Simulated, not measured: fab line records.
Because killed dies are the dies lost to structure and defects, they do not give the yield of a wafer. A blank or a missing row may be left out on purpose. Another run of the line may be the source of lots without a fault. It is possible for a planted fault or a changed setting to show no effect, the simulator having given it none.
fab line records | flow nand-harc
[record] lots = 24 wafers = 72 last-day = 24
route steps=1159 shown A_WL_FILL@809 A_CONTACT@862
lots that met no fault: from a run of the same line without faults
start-h: hours from the record's opening day to when the first of the lot's shown wafers began | wait-h: hours elapsed since this lot's preceding step | " repeats the value in the row above | L1.1+2: a single row standing in for several wafers | - value missing, or start not given | * or withheld: withheld | < > ~ a bound
route shown NAME@n: names a module that has steps shown in the file, with the first one's number in the route | usual: mean/standard deviation of fault-free wafers | same: alike in all rows | chamber/n: place in a boat | sites: each site's reading | _std_site: the standard deviation of these | _edge_site: outer sites' mean less inner sites' | radius-mm: how far each site lies from the wafer's centre | mask NAME#n: copy n | behind: the most recent tool/chamber to have shaped the wafer | hold: reason for holding the lot/hours on hold/outcome of the hold | device: the n, p or np transistor that did not switch | end of line: the tests these same wafers got at the end of their route | a step given without rows: its recipe and nothing more | killed: count of dies lost to structure and defects at first sort (not the wafer's yield) | map: a wafer's dies, x killed, . not, _ none there
set.NAME: the run value of the setting; set.NAME@STEP: its run value at that earlier step | model.NAME: the simulator's own value behind a step, which no gauge read
route steps across a sampled set of lots; one table per step, one row per wafer
services: from which hour (start-h, from the record's first day; less than 0 if before it) a tool's chamber was out of use, for how many hours, and why
[[steps]]
[step NHARC_A_WL_FILL_ALD_00]
[recipe] target-thk-a = 30 pulse-time-s = 3 ald-cycles = 30 temp-c = 300 material = Al2O3
[usual] heater-power-w = 470/36 precursor-pulse-height-rel = 0.998/0.019
// columns lot.wafer tool chamber start-h wait-h heater-power-w precursor-pulse-height-rel
L074.4 ald-hk-02 2 344.67 0.1 542 0.979
L074.2 " 0 " " 485 1.019
L074.3 " 1 " " 483 1.027
L075.3 ald-hk-04 3 344.68 0.1 433 0.965
L075.4 " 2 " " 453 0.990
L075.6 " 0 " " 430 0.986
L076.1 ald-hk-03 3 344.75 0.1 462 0.980
L076.6 " 0 " " 465 0.955
L076.5 " 1 " " 534 0.964
L079.1 ald-hk-03 0 351.84 0.1 479 0.971
L079.2 " 2 " " 450 0.989
L079.6 " 3 " " 456 0.985
L077.1 ald-hk-02 1 362.68 0.1 483 0.972
L077.6 " 0 " " 483 1.003
L077.5 " 1 " " 480 1.017
L081.2 ald-hk-04 2 362.68 0.1 454 1.001
L081.1 " 0 " " 444 0.983
L081.6 " 1 " " 481 1.013
L080.3 ald-hk-03 1 362.69 0.1 532 0.996
L080.1 " 2 " " 460 1.011
L080.6 " 0 " " 471 1.000
L078.2 ald-hk-03 3 365.83 0.5 455 1.039
L078.1 " 1 " " 540 1.019
L078.4 " 2 " " 444 1.037
L082.2 ald-hk-04 0 392.24 0.1 450 0.973
L082.3 " 1 " " 458 1.024
L082.6 " 3 " " 419 1.010
L084.2 ald-hk-02 0 401.74 0.1 467 0.999
L084.1 " 1 " " 478 1.006
L084.5 " 1 " " 480 1.005
L083.1 ald-hk-03 0 401.74 0.1 467 1.020
L083.3 " 1 " " 543 1.023
L083.6 " 0 " " 470 0.955
L086.1 ald-hk-02 3 401.91 0.2 425 0.978
L086.6 " 3 " " 419 1.004
L086.5 " 0 " " 482 1.035
L085.4 ald-hk-03 3 401.91 0.2 463 0.991
L085.1 " 2 " " 444 1.004
L085.6 " 3 " " 466 0.991
L088.3 ald-hk-04 2 405.10 0.1 446 1.024
L088.2 " 0 " " 465 1.006
L088.6 " 2 " " 439 0.985
L089.1 ald-hk-04 0 418.52 1.0 452 1.006
L089.6 " 2 " " 442 0.996
L089.5 " 3 " " 431 0.990
L087.4 ald-hk-04 3 418.66 1.1 425 1.008
L087.1 " 0 " " 458 0.984
L087.3 " 1 " " 454 1.009
L090.4 ald-hk-02 1 434.72 2.6 486 0.996
L090.6 " 3 " " 428 0.972
L090.5 " 0 " " 481 1.016
L093.1 ald-hk-03 2 441.54 0.1 465 1.010
L093.4 " 3 " " 469 0.993
L093.3 " 0 " " 463 0.985
L092.4 ald-hk-04 0 441.60 0.1 454 1.021
L092.5 " 1 " " 473 1.017
L092.6 " 2 " " 447 1.003
L094.4 ald-hk-02 3 441.69 0.2 424 1.035
L094.5 " 0 " " 488 0.950
L094.6 " 1 " " 479 1.038
L091.3 ald-hk-03 3 449.34 0.2 471 1.025
L091.4 " 0 " " 480 1.029
L091.1 " 1 " " 541 0.981
L095.4 ald-hk-03 1 462.95 0.4 536 1.004
L095.1 " 2 " " 456 0.995
L095.2 " 0 " " 478 0.982
L096.3 ald-hk-04 3 469.52 0.1 435 0.988
L096.4 " 0 " " 453 0.994
L096.6 " 2 " " 439 0.970
L097.4 ald-hk-03 2 469.54 0.1 458 0.986
L097.2 " 3 " " 465 0.983
L097.1 " 0 " " 466 0.980
[step NHARC_A_WL_FILL_RTA_01]
[recipe] temp-c = 1000 time-s = 5
[usual] lamp-power-pct = 29.9/2.4 wafer_temp_C_max = 1004.4/0.94
// columns lot.wafer tool chamber start-h wait-h lamp-power-pct wafer_temp_C_max
L076.1 rtp-anneal-01 0 344.94 - 32.6 1004.1
L076.5 " 0 " " 32.6 1004.7
L076.6 " 0 " " 32.6 1005.0
L074.2 rtp-anneal-02 0 344.96 - 27.7 1004.4
L074.3 " 0 " " 27.7 1003.7
L074.4 " 0 " " 27.7 1003.7
L075.3 rtp-anneal-02 0 345.16 - 27.6 1005.4
L075.4 " 0 " " 27.6 1005.4
L075.6 " 0 " " 27.7 1005.3
L079.1 rtp-anneal-01 0 352.22 0.3 32.6 1002.4
L079.2 " 0 " " 32.7 1003.4
L079.6 " 0 " " 32.5 1003.5
L077.1 rtp-anneal-02 0 362.92 - 27.7 1004.1
L077.5 " 0 " " 27.7 1005.1
L077.6 " 0 " " 27.7 1004.8
L081.1 rtp-anneal-01 0 362.92 - 32.7 1004.4
L081.2 " 0 " " 32.6 1006.1
L081.6 " 0 " " 32.6 1003.9
L080.1 rtp-anneal-02 0 363.09 - 27.7 1004.4
L080.3 " 0 " " 27.7 1004.4
L080.6 " 0 " " 27.7 1006.4
L078.1 rtp-anneal-01 0 366.09 - 32.6 1004.0
L078.2 " 0 " " 32.7 1002.9
L078.4 " 0 " " 32.7 1004.0
L082.2 rtp-anneal-02 0 392.51 - 27.7 1005.2
L082.3 " 0 " " 27.7 1005.9
L082.6 " 0 " " 27.7 1004.2
L084.1 rtp-anneal-01 0 402.00 - 32.6 1005.5
L084.2 " 0 " " 32.6 1005.2
L084.5 " 0 " " 32.5 1004.2
L083.1 rtp-anneal-02 0 402.11 - 27.7 1004.0
L083.3 " 0 " " 27.7 1002.8
L083.6 " 0 " " 27.7 1003.5
L086.1 rtp-anneal-01 0 402.17 - 32.6 1005.3
L086.5 " 0 " " 32.6 1005.7
L086.6 " 0 " " 32.6 1006.3
L085.1 rtp-anneal-02 0 402.28 - 27.7 1003.3
L085.4 " 0 " " 27.7 1003.5
L085.6 " 0 " " 27.6 1005.6
L088.2 rtp-anneal-01 0 405.40 - 32.6 1005.8
L088.3 " 0 " " 32.6 1003.2
L088.6 " 0 " " 32.6 1004.5
L089.1 rtp-anneal-02 0 418.73 - 27.7 1003.5
L089.5 " 0 " " 27.6 1004.3
L089.6 " 0 " " 27.7 1003.7
L087.1 rtp-anneal-02 0 418.92 - 27.7 1004.7
L087.3 " 0 " " 27.6 1005.6
L087.4 " 0 " " 27.7 1004.6
L090.4 rtp-anneal-02 0 435.12 0.3 27.7 1005.5
L090.5 " 0 " " 27.7 1004.8
L090.6 " 0 " " 27.7 1004.1
L093.1 rtp-anneal-02 0 441.77 - 27.7 1005.2
L093.3 " 0 " " 27.7 1003.8
L093.4 " 0 " " 27.7 1006.8
L092.4 rtp-anneal-02 0 442.03 - 27.7 1005.7
L092.5 " 0 " " 27.6 1002.9
L092.6 " 0 " " 27.7 1005.5
L094.4 rtp-anneal-01 0 442.16 0.4 32.6 1004.9
L094.5 " 0 " " 32.6 1003.8
L094.6 " 0 " " 32.6 1002.9
L091.1 rtp-anneal-01 0 449.65 - 32.6 1003.6
L091.3 " 0 " " 32.6 1004.0
L091.4 " 0 " " 32.6 1004.0
L095.1 rtp-anneal-01 0 463.21 - 32.6 1003.6
L095.2 " 0 " " 32.6 1003.8
L095.4 " 0 " " 32.6 1003.1
L096.3 rtp-anneal-01 0 469.82 - 32.7 1003.8
L096.4 " 0 " " 32.6 1004.3
L096.6 " 0 " " 32.6 1004.4
L097.1 rtp-anneal-02 0 469.84 - 27.7 1003.5
L097.2 " 0 " " 27.7 1006.4
L097.4 " 0 " " 27.7 1003.8
[step NHARC_A_WL_FILL_CMP_12]
[recipe] t-overpolish-s = 30 target-thk-nm = 75
[usual] motor-current-A = 12.1/1.3 overpolish-run-s = 30.000/0.0087 retaining-ring-pressure-frac = 0.999/0.0048 time-to-endpoint-s = 15.3/2.4
[same] t-overpolish-s = 30
// columns lot.wafer tool chamber start-h wait-h motor-current-A overpolish-run-s retaining-ring-pressure-frac time-to-endpoint-s
L074.4 cmp-02 2 371.94 2.2 10.0 30.003 1.003 17.0
L074.2 " 3 " " 13.5 29.984 1.003 17.5
L074.3 " 1 " " 12.5 29.999 0.995 15.7
L075.3 cmp-04 3 374.30 2.9 12.2 29.990 0.996 16.4
L075.4 " 0 " " 13.8 29.999 1.001 18.7
L075.6 " 1 " " 10.9 29.997 1.003 17.7
L079.1 cmp-04 0 379.82 3.6 13.1 29.987 0.995 16.5
L079.2 " 1 " " 11.2 30.000 1.002 17.6
L079.6 " 0 " " 13.7 30.000 0.993 18.3
L076.1 cmp-02 0 379.87 3.7 11.5 29.997 0.999 21.2
L076.6 " 2 " " 9.3 30.004 0.996 17.1
L076.5 " 3 " " 14.3 30.004 1.003 15.4
L081.2 cmp-02 3 388.62 3.6 14.3 30.000 0.998 12.7
L081.1 " 1 " " 13.2 30.002 0.998 11.6
L081.6 " 3 " " 14.5 30.003 0.999 13.7
L077.1 cmp-02 3 392.92 4.4 13.9 30.001 0.988 15.7
L077.5 " 0 " " 11.4 29.999 0.999 18.7
L077.6 " 1 " " 12.9 30.003 1.005 16.0
L080.1 cmp-02 2 397.17 4.3 9.9 29.981 0.992 15.8
L080.3 " 0 " " 11.9 30.014 1.001 16.6
L080.6 " 2 " " 9.9 30.003 0.991 13.4
L078.2 cmp-04 2 397.60 3.7 12.3 30.008 1.002 11.3
L078.1 " 3 " " 11.6 30.003 1.004 14.0
L078.4 " 0 " " 13.1 29.997 1.004 15.6
L082.2 cmp-04 3 421.41 4.4 11.5 30.001 0.998 18.5
L082.3 " 2 " " 11.7 30.013 0.992 16.2
L082.6 " 0 " " 13.2 29.978 1.002 18.4
L084.2 cmp-02 1 429.40 3.6 12.2 29.988 0.996 12.5
L084.1 " 0 " " 11.9 30.007 0.996 18.3
L084.5 " 1 " " 12.2 30.013 1.003 12.0
L086.1 cmp-04 1 430.77 3.6 11.2 30.007 1.001 15.9
L086.5 " 0 " " 13.4 30.009 1.000 17.7
L086.6 " 1 " " 11.1 30.001 0.996 14.5
L085.4 cmp-02 0 433.75 2.9 11.6 30.009 0.999 19.5
L085.1 " 3 " " 14.3 30.004 1.005 15.1
L085.6 " 0 " " 11.6 30.010 0.996 17.7
L083.1 cmp-02 1 435.07 4.3 13.1 30.005 0.998 12.6
L083.3 " 2 " " 9.7 29.991 0.996 15.4
L083.6 " 2 " " 9.6 29.997 0.998 15.6
L088.3 cmp-02 3 439.48 2.9 13.2 30.001 1.004 15.1
L088.2 " 0 " " 11.6 29.999 1.006 16.8
L088.6 " 3 " " 13.5 29.968 0.999 14.5
L089.1 cmp-03 0 447.41 3.6 12.1 30.000 0.997 12.1
L089.5 " 0 " " 11.6 29.996 0.994 10.7
L089.6 " 1 " " 13.2 29.990 0.999 11.4
L087.3 cmp-02 0 447.42 2.9 11.4 30.003 1.005 14.6
L087.1 " 1 " " 12.8 30.007 0.992 10.5
L087.4 " 2 " " 9.1 30.002 1.007 12.8
L090.4 cmp-03 3 460.49 3.0 10.8 30.009 1.003 16.2
L090.6 " 0 " " 11.4 29.997 1.012 12.7
L090.5 " 1 " " 14.0 30.008 1.003 14.1
L092.4 cmp-04 0 471.79 2.2 13.8 30.010 1.002 15.4
L092.5 " 0 " " 12.6 29.987 1.001 16.0
L092.6 " 1 " " 11.3 30.000 0.994 14.1
L093.4 cmp-04 3 471.96 2.9 11.6 29.982 0.999 12.9
L093.3 " 0 " " 13.6 30.016 1.001 16.2
L093.1 " 1 " " 11.4 29.987 0.999 14.0
L091.4 cmp-04 2 476.69 2.9 12.3 30.006 1.000 13.1
L091.1 " 0 " " 13.1 30.009 0.993 15.3
L091.3 " 1 " " 10.9 30.012 0.988 18.0
L094.4 cmp-03 0 477.20 2.9 11.4 29.987 0.995 13.6
L094.6 " 0 " " 12.3 30.005 0.999 15.9
L094.5 " 1 " " 12.9 29.995 1.006 13.6
L095.4 cmp-02 2 498.16 2.2 9.3 30.004 1.005 19.8
L095.2 " 3 " " 14.4 30.005 1.004 14.2
L095.1 " 0 " " 11.7 29.993 0.998 19.9
L096.3 cmp-03 0 505.94 2.2 11.5 29.999 1.006 10.2
L096.4 " 3 " " 11.3 29.996 1.000 13.5
L096.6 " 1 " " 12.9 29.989 1.001 9.5
L097.1 cmp-04 0 509.13 4.3 13.8 30.000 0.992 17.4
L097.2 " 1 " " 11.3 30.007 0.993 17.7
L097.4 " 3 " " 11.2 30.002 1.002 17.5
[step NHARC_A_CONTACT_ETCH_111]
[recipe] source-w = withheld pressure-mtorr = 20 bias-v = withheld time-s = 140 target-depth-a = 7000 ar-flow-sccm = withheld c4f8-flow-sccm = withheld o2-flow-sccm = withheld chemistry = C4F8/O2/Ar
// columns lot.wafer tool chamber start-h wait-h rf-hours-counter-h
L074.2 har-cap-etch-02 1 377.56 - 10
L074.3 " 1 " " -
L074.4 " 0 " " -
L075.3 har-cap-etch-03 0 380.25 - -
L075.4 " 1 " " -
L075.6 " 1 " " -
L076.1 har-cap-etch-02 0 385.70 - 11
L076.6 " 1 " " -
L076.5 " 0 " " -
L079.1 har-cap-etch-03 0 386.15 - 81
L079.2 " 1 " " 81
L079.6 " 0 " " -
L081.1 har-cap-etch-03 1 397.33 - 83
L081.2 " 0 " " 83
L081.6 " 0 " " -
L077.1 har-cap-etch-01 1 400.64 - 62
L077.6 " 1 " " -
L077.5 " 0 " " -
L080.1 har-cap-etch-01 1 403.00 - 63
L080.3 " 1 " " -
L080.6 " 1 " " -
L078.2 har-cap-etch-02 0 404.10 - 14
L078.1 " 1 " " 14
L078.4 " 0 " " -
L082.2 har-cap-etch-02 1 427.06 - 17
L082.3 " 0 " " -
L082.6 " 1 " " -
L084.1 har-cap-etch-03 1 435.38 - 88
L084.2 " 0 " " 88
L084.5 " 1 " " -
L086.1 har-cap-etch-02 1 436.99 - 19
L086.5 " 0 " " -
L086.6 " 1 " " -
L085.1 har-cap-etch-01 1 439.26 - 69
L085.4 " 1 " " -
L085.6 " 1 " " -
L083.1 har-cap-etch-02 1 440.51 - 20
L083.3 " 0 " " -
L083.6 " 1 " " -
L088.2 har-cap-etch-02 0 445.23 - 21
L088.3 " 1 " " -
L088.6 " 1 " " -
L089.1 har-cap-etch-03 1 453.15 - 93
L089.5 " 0 " " -
L089.6 " 1 " " -
L087.1 har-cap-etch-02 1 453.55 - 23
L087.3 " 0 " " -
L087.4 " 1 " " -
L090.4 har-cap-etch-01 1 466.25 - -
L090.5 " 0 " " -
L090.6 " 1 " " -
L092.4 har-cap-etch-03 1 477.79 - -
L092.5 " 1 " " -
L092.6 " 0 " " -
L093.1 har-cap-etch-02 1 478.94 - 27
L093.4 " 0 " " -
L093.3 " 1 " " -
L091.1 har-cap-etch-03 0 483.66 - 98
L091.3 " 0 " " -
L091.4 " 1 " " -
L094.4 har-cap-etch-02 0 486.68 - -
L094.6 " 1 " " -
L094.5 " 0 " " -
L095.1 har-cap-etch-01 1 505.36 - 82
L095.2 " 0 " " 82
L095.4 " 0 " " -
L096.4 har-cap-etch-02 0 511.52 - -
L096.3 " 1 " " -
L096.6 " 1 " " -
L097.2 har-cap-etch-01 1 515.78 - 83
L097.1 " 0 " " 83
L097.4 " 0 " " -
[step NHARC_A_CONTACT_ETCH_112]
[recipe] source-w = withheld pressure-mtorr = 20 bias-v = 3000 time-s = 94 target-depth-a = 9220 ar-flow-sccm = withheld c4f8-flow-sccm = withheld o2-flow-sccm = withheld chemistry = C4F8/O2/Ar
// columns lot.wafer tool chamber start-h wait-h rf-hours-counter-h
L074.2 har-cap-etch-02 1 377.76 0.2 10
L074.3 " 1 " " -
L074.4 " 0 " " -
L075.3 har-cap-etch-03 0 380.41 0.1 -
L075.4 " 1 " " -
L075.6 " 1 " " -
L076.1 har-cap-etch-02 0 385.88 0.1 11
L076.6 " 1 " " -
L076.5 " 0 " " -
L079.1 har-cap-etch-03 0 386.35 0.2 81
L079.2 " 1 " " 81
L079.6 " 0 " " -
L081.1 har-cap-etch-03 1 397.53 0.2 83
L081.2 " 0 " " 83
L081.6 " 0 " " -
L077.1 har-cap-etch-01 1 400.83 0.2 62
L077.6 " 1 " " -
L077.5 " 0 " " -
L080.1 har-cap-etch-01 1 403.18 0.1 63
L080.3 " 1 " " -
L080.6 " 1 " " -
L078.2 har-cap-etch-02 0 404.30 0.2 14
L078.1 " 1 " " 14
L078.4 " 0 " " -
L082.2 har-cap-etch-02 1 427.26 0.2 17
L082.3 " 0 " " -
L082.6 " 1 " " -
L084.1 har-cap-etch-03 1 435.58 0.2 89
L084.2 " 0 " " 89
L084.5 " 1 " " -
L086.1 har-cap-etch-02 1 437.17 0.1 19
L086.5 " 0 " " -
L086.6 " 1 " " -
L085.1 har-cap-etch-01 1 439.46 0.2 69
L085.4 " 1 " " -
L085.6 " 1 " " -
L083.1 har-cap-etch-02 1 440.77 0.2 20
L083.3 " 0 " " -
L083.6 " 1 " " -
L088.2 har-cap-etch-02 0 445.48 0.2 21
L088.3 " 1 " " -
L088.6 " 1 " " -
L089.1 har-cap-etch-03 1 453.39 0.2 93
L089.5 " 0 " " -
L089.6 " 1 " " -
L087.1 har-cap-etch-02 1 453.73 0.1 23
L087.3 " 0 " " -
L087.4 " 1 " " -
L090.4 har-cap-etch-01 1 466.40 0.1 -
L090.5 " 0 " " -
L090.6 " 1 " " -
L092.4 har-cap-etch-03 1 477.95 0.1 -
L092.5 " 1 " " -
L092.6 " 0 " " -
L093.1 har-cap-etch-02 1 479.12 0.1 28
L093.4 " 0 " " -
L093.3 " 1 " " -
L091.1 har-cap-etch-03 0 483.86 0.2 98
L091.3 " 0 " " -
L091.4 " 1 " " -
L094.4 har-cap-etch-02 0 486.83 0.1 -
L094.6 " 1 " " -
L094.5 " 0 " " -
L095.1 har-cap-etch-01 1 505.56 0.2 82
L095.2 " 0 " " 82
L095.4 " 0 " " -
L096.4 har-cap-etch-02 0 511.69 0.1 -
L096.3 " 1 " " -
L096.6 " 1 " " -
L097.2 har-cap-etch-01 1 516.04 0.2 83
L097.1 " 0 " " 83
L097.4 " 0 " " -
[step NHARC_A_CONTACT_DEP_58]
[recipe] target-thk-a = 600 target-thk-nm = 60 temp-c = 400 pressure-torr = 3.5 flow-sccm = 200 rf-w = 350 material = SiON
[usual] heater-power-w = 749/85
// columns lot.wafer tool chamber start-h wait-h heater-power-w
L074.2 pecvd-02 1 382.29 1.2 838
L074.3 " 2 " " 771
L074.4 " 2 " " 765
L075.3 pecvd-03 1 385.81 0.9 671
L075.4 " 1 " " 669
L075.6 " 2 " " 731
L076.1 pecvd-04 2 392.85 1.5 681
L076.6 " 0 " " 792
L076.5 " 2 " " 669
L079.1 pecvd-03 2 393.19 1.4 799
L079.2 " 0 " " 839
L079.6 " 2 " " 801
L081.1 pecvd-04 2 403.68 1.5 652
L081.2 " 0 " " 783
L081.6 " 1 " " 607
L077.1 pecvd-04 0 406.20 1.4 725
L077.6 " 0 " " 728
L077.5 " 2 " " 649
L080.3 pecvd-02 2 409.38 0.9 738
L080.1 " 0 " " 784
L080.6 " 1 " " 881
L078.1 pecvd-02 2 409.55 1.4 674
L078.2 " 1 " " 815
L078.4 " 0 " " 808
L082.2 pecvd-02 0 431.78 1.2 780
L082.3 " 1 " " 807
L082.6 " 0 " " 768
L084.2 pecvd-02 2 440.74 1.2 835
L084.1 " 0 " " 829
L084.5 " 1 " " 785
L086.1 pecvd-04 0 441.99 1.4 747
L086.6 " 1 " " 562
L086.5 " 2 " " 733
L085.1 pecvd-03 1 443.98 1.4 636
L085.6 " 1 " " 633
L085.4 " 0 " " 816
L083.1 pecvd-02 1 445.70 1.4 864
L083.3 " 2 " " 762
L083.6 " 0 " " 767
L088.2 pecvd-02 2 452.24 1.2 811
L088.3 " 1 " " 881
L088.6 " 2 " " 814
L087.1 pecvd-03 0 460.43 1.5 833
L087.3 " 1 " " 654
L087.4 " 0 " " 825
L089.1 pecvd-04 2 461.18 1.5 746
L089.6 " 0 " " 704
L089.5 " 2 " " 741
L090.5 pecvd-02 2 472.07 0.4 715
L090.6 " 0 " " 842
L090.4 " 1 " " 869
L092.4 pecvd-02 1 488.18 0.7 768
L092.5 " 1 " " 768
L092.6 " 2 " " 854
L093.3 pecvd-04 0 489.84 0.9 792
L093.1 " 2 " " 721
L093.4 " 2 " " 715
L091.1 pecvd-04 1 491.92 1.5 616
L091.3 " 2 " " 770
L091.4 " 2 " " 747
L094.6 pecvd-02 0 493.71 0.1 829
L094.4 " 1 " " 721
L094.5 " 2 " " 841
L095.1 pecvd-03 1 510.10 1.5 649
L095.2 " 2 " " 818
L095.4 " 0 " " 854
L096.3 pecvd-03 0 516.31 0.9 797
L096.6 " 2 " " 798
L096.4 " 0 " " 796
L097.2 pecvd-04 1 521.99 1.4 600
L097.1 " 2 " " 700
L097.4 " 2 " " 701
[[services]]
// columns tool chamber start-h hours kind
ald-hk-03 - 322.00 10.0 pm
pecvd-03 - 322.14 0.4 repair
cmp-02 - 324.56 4.0 pm
pecvd-02 - 334.20 13.0 pm
cmp-04 - 337.88 0.6 repair
pecvd-03 0 360.14 23.0 repair
pecvd-04 - 376.15 13.0 pm
cmp-04 - 399.07 4.0 pm
cmp-02 - 415.29 1.5 repair
cmp-02 - 422.56 4.0 pm
ald-hk-02 - 427.00 3.7 repair
har-cap-etch-03 - 429.71 0.7 repair
ald-hk-03 - 430.26 2.4 repair
cmp-04 - 461.21 1.9 repair
ald-hk-02 - 462.71 10.0 pm
cmp-04 - 466.23 4.2 repair
har-cap-etch-02 - 472.27 0.2 repair
pecvd-02 0 486.94 3.9 repair
cmp-04 - 497.21 4.0 pm
ald-hk-03 - 500.00 10.0 pm
har-cap-etch-02 - 504.24 2.4 repair
cmp-02 - 508.52 2.3 repair
pecvd-02 - 515.20 13.0 pm
cmp-02 - 520.59 4.0 pm
[[key]]
fault none
